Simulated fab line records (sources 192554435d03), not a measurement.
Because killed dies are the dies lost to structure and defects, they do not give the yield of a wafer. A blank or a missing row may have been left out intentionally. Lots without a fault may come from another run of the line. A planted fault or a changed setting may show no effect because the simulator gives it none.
What tool caused it?    flow n5_finfet    27 wafers from 9 lots sampled at 7 of the route's 1938 steps

## WHAT EACH GAUGE READ, for each wafer
N5_BEOL_M7_INSPECT_58: inspects for defects (darkfield).
lot   measured      on                 raw_defect_count
L172  day 11 05:15  defect_inspect-02  41 66 63
L176  day 12 03:15  defect_inspect-02  92 68 57
L178  day 12 08:20  defect_inspect-02  433 60 446
L183  day 13 16:02  defect_inspect-01  90 80 66
L182  day 13 18:42  defect_inspect-01  60 57 62
L186  day 14 02:44  defect_inspect-02  74 43 57
L188  day 14 22:23  defect_inspect-01  68 87 89
L190  day 16 00:41  defect_inspect-02  50 94 99
L191  day 17 06:03  defect_inspect-01  80 79 79

N5_BEOL_M8_INSPECT_13: inspects for defects (brightfield).
lot   measured      on                 raw_defect_count
L172  day 11 08:13  defect_inspect-01  280 320 323
L176  day 12 06:10  defect_inspect-02  487 632 405
L178  day 12 09:38  defect_inspect-02  777 348 803
L183  day 13 17:28  defect_inspect-01  488 481 450
L182  day 13 20:27  defect_inspect-02  406 269 370
L186  day 14 04:28  defect_inspect-01  406 550 372
L188  day 14 23:41  defect_inspect-01  321 341 409
L190  day 16 03:12  defect_inspect-01  340 353 322
L191  day 17 08:28  defect_inspect-02  443 334 347

N5_BEOL_M8_INSPECT_30: inspects for defects (brightfield).
lot   measured      on                 raw_defect_count
L172  day 11 14:13  defect_inspect-02  287 315 339
L176  day 12 07:51  defect_inspect-02  471 629 405
L178  day 12 11:06  defect_inspect-01  783 323 825
L183  day 13 23:59  defect_inspect-02  491 477 475
L182  day 14 00:23  defect_inspect-02  371 278 362
L186  day 14 08:17  defect_inspect-02  403 575 370
L188  day 15 02:05  defect_inspect-02  337 353 403
L190  day 16 05:14  defect_inspect-01  315 355 333
L191  day 17 10:34  defect_inspect-02  456 347 339

## EACH LOT AND THE TOOL THAT RAN IT (in order: tool; ch and the chambers of the sampled wafers; start)
lot   N5_BEOL_M7_ETCH_66                  N5_BEOL_M7_STRIP_36                 N5_BEOL_M7_ANNEAL_51              N5_BEOL_M7_CMP_52
L172  rie_diel-05 ch 1,2,3, day 11 02:30  rie_diel-05 ch 1,2,3, day 11 02:39  rtp_anneal-01 ch 0, day 11 04:33  cmp-02 ch 1,2, day 11 04:48
L176  rie_diel-06 ch 2,3, day 11 23:11    rie_diel-06 ch 2,3, day 11 23:20    rtp_anneal-02 ch 0, day 12 02:11  cmp-02 ch 0,1,3, day 12 02:53
L178  rie_diel-03 ch 0,2,3, day 12 05:32  rie_diel-03 ch 0,2,3, day 12 05:41  rtp_anneal-01 ch 0, day 12 07:35  cmp-02 ch 0,3, day 12 07:53
L183  rie_diel-03 ch 0,1,3, day 13 12:11  rie_diel-03 ch 0,1,3, day 13 12:20  rtp_anneal-01 ch 0, day 13 15:17  cmp-04 ch 1,2,3, day 13 15:35
L182  rie_diel-06 ch 0,1,3, day 13 16:07  rie_diel-06 ch 0,1,3, day 13 16:16  rtp_anneal-02 ch 0, day 13 17:57  cmp-03 ch 0,1,2, day 13 18:20
L186  rie_diel-05 ch 0,1, day 14 00:08    rie_diel-05 ch 0,1, day 14 00:17    rtp_anneal-01 ch 0, day 14 02:02  cmp-04 ch 0,1, day 14 02:17
L188  rie_diel-05 ch 1,2, day 14 18:37    rie_diel-05 ch 1,2, day 14 18:46    rtp_anneal-01 ch 0, day 14 21:38  cmp-03 ch 0,1, day 14 21:58
L190  rie_diel-05 ch 1,2,3, day 15 21:27  rie_diel-05 ch 1,2,3, day 15 21:36  rtp_anneal-01 ch 0, day 15 23:56  cmp-03 ch 0,3, day 16 00:14
L191  rie_diel-05 ch 1,2,3, day 17 01:55  rie_diel-05 ch 1,2,3, day 17 02:05  rtp_anneal-02 ch 0, day 17 05:07  cmp-02 ch 0,1,2, day 17 05:36
- N5_BEOL_M7_ETCH_66: etches SOC in N2/H2, target depth 80 nm, overetch 16 nm, time 120 s.
- N5_BEOL_M7_STRIP_36: strips in N2/H2.
- N5_BEOL_M7_ANNEAL_51: time 90 s.
- N5_BEOL_M7_CMP_52: polishes, stops on SiCOH lowk, t overpolish 6.9 s, target thk 80 nm.

## WHAT THE TOOLS THEMSELVES READ (means of the sampled wafers that have a number; where no wafer has one, the mark that the record gives instead)
N5_BEOL_M7_ETCH_66.
lot   tool         drypump_motor_current_A (A)  oes_product_au (a.u.)  rf_fwd_power_W (W)  rf_vpp_V (V)  showerhead_plenum_p_Torr (Torr)  throttle_valve_pct (%)
L172  rie_diel-05  5.8                          0.63                   835.6               523.5         2.53                             17.69
L176  rie_diel-06  5.8                          0.57                   836.4               525.6         2.61                             17.87
L178  rie_diel-03  5.6                          0.58                   834.3               524.3         2.54                             17.69
L183  rie_diel-03  5.3                          0.59                   835.9               523.6         2.55                             17.67
L182  rie_diel-06  5.7                          0.57                   834.2               523.3         2.54                             17.86
L186  rie_diel-05  6.2                          0.61                   832.3               522.5         2.49                             17.76
L188  rie_diel-05  5.4                          0.63                   836.4               523.8         2.54                             17.62
L190  rie_diel-05  5.8                          0.60                   833.7               522.8         2.52                             17.75
L191  rie_diel-05  5.8                          0.59                   835.2               522.7         2.52                             17.76

N5_BEOL_M7_STRIP_36.
lot   tool         drypump_motor_current_A (A)  oes_product_au (a.u.)  rf_vpp_V (V)  showerhead_plenum_p_Torr (Torr)  throttle_valve_pct (%)
L172  rie_diel-05  5.8                          0.82                   59.1          2.53                             23.5
L176  rie_diel-06  5.8                          0.74                   58.8          2.60                             23.7
L178  rie_diel-03  5.6                          0.75                   59.1          2.54                             23.4
L183  rie_diel-03  5.3                          0.78                   58.7          2.54                             23.4
L182  rie_diel-06  5.7                          0.74                   61.0          2.53                             23.6
L186  rie_diel-05  6.2                          0.80                   58.7          2.48                             23.6
L188  rie_diel-05  5.4                          0.82                   59.8          2.53                             23.4
L190  rie_diel-05  5.8                          0.78                   57.8          2.52                             23.6
L191  rie_diel-05  5.8                          0.78                   59.7          2.51                             23.6

N5_BEOL_M7_ANNEAL_51.
lot   tool           wafer_temp_C_max
L172  rtp_anneal-01  225.5
L176  rtp_anneal-02  226.3
L178  rtp_anneal-01  225.6
L183  rtp_anneal-01  225.6
L182  rtp_anneal-02  226.6
L186  rtp_anneal-01  225.7
L188  rtp_anneal-01  225.9
L190  rtp_anneal-01  226.1
L191  rtp_anneal-02  226.3

N5_BEOL_M7_CMP_52.
lot   tool    barrier_field_endpoint_s (s)  clearing_platen_rpm (rpm)  motor_current_A (A)  overpolish_run_s (s)  slurry_filter_dp_kPa (kPa)  time_to_endpoint_s (s)
L172  cmp-02  28.5                          50.009                     6.0                  6.893                 13.47                       62.1
L176  cmp-02  28.6                          49.991                     5.9                  6.901                 13.47                       61.2
L178  cmp-02  27.9                          50.000                     5.9                  6.909                 13.47                       58.6
L183  cmp-04  28.9                          49.999                     5.9                  6.905                 13.57                       62.6
L182  cmp-03  28.8                          49.990                     5.7                  6.894                 13.43                       62.9
L186  cmp-04  28.7                          50.003                     6.8                  6.895                 13.57                       61.7
L188  cmp-03  29.1                          50.006                     5.7                  6.900                 13.50                       62.6
L190  cmp-03  28.4                          50.006                     6.1                  6.904                 13.66                       61.9
L191  cmp-02  28.2                          50.001                     5.9                  6.896                 13.42                       60.4

## THE ANSWER, worked out from the rows above alone
Rule: what is usual is taken from the lots themselves. The widest of any qualifying gaps counts: lots, ordered by their means at a reading, are off when they make up no more than a third of the lots, leave a main group of 4 or more, and stand apart from it by 3 or more times the standard deviation of that group's means. If all means in a main group match to the digits the tables above print for the reading, that group is not used. A lot without any number at a reading at which 4 lots or more have one is off too. Where the step has rows for the other lots, those lots are counted as sound. After the gauges, taken in route order, come the tools' own readings; for these a lot's mean is taken, as printed above. The first step at which some lot is off is used, and at that step the reading that is off furthest; a lot without a number counts as furthest.
Off at N5_BEOL_M7_INSPECT_58 (raw_defect_count): L178. Mean 71 and standard deviation 10 in the main group.
A tool fits if, at a process step before that reading, it ran every lot that is off, and no sound lot after the first of them. Those tools and the gauges at N5_BEOL_M7_INSPECT_58 are tried in the same way. None of those tried fits.

## WHAT HAD BEEN PUT IN BY THE SIMULATOR
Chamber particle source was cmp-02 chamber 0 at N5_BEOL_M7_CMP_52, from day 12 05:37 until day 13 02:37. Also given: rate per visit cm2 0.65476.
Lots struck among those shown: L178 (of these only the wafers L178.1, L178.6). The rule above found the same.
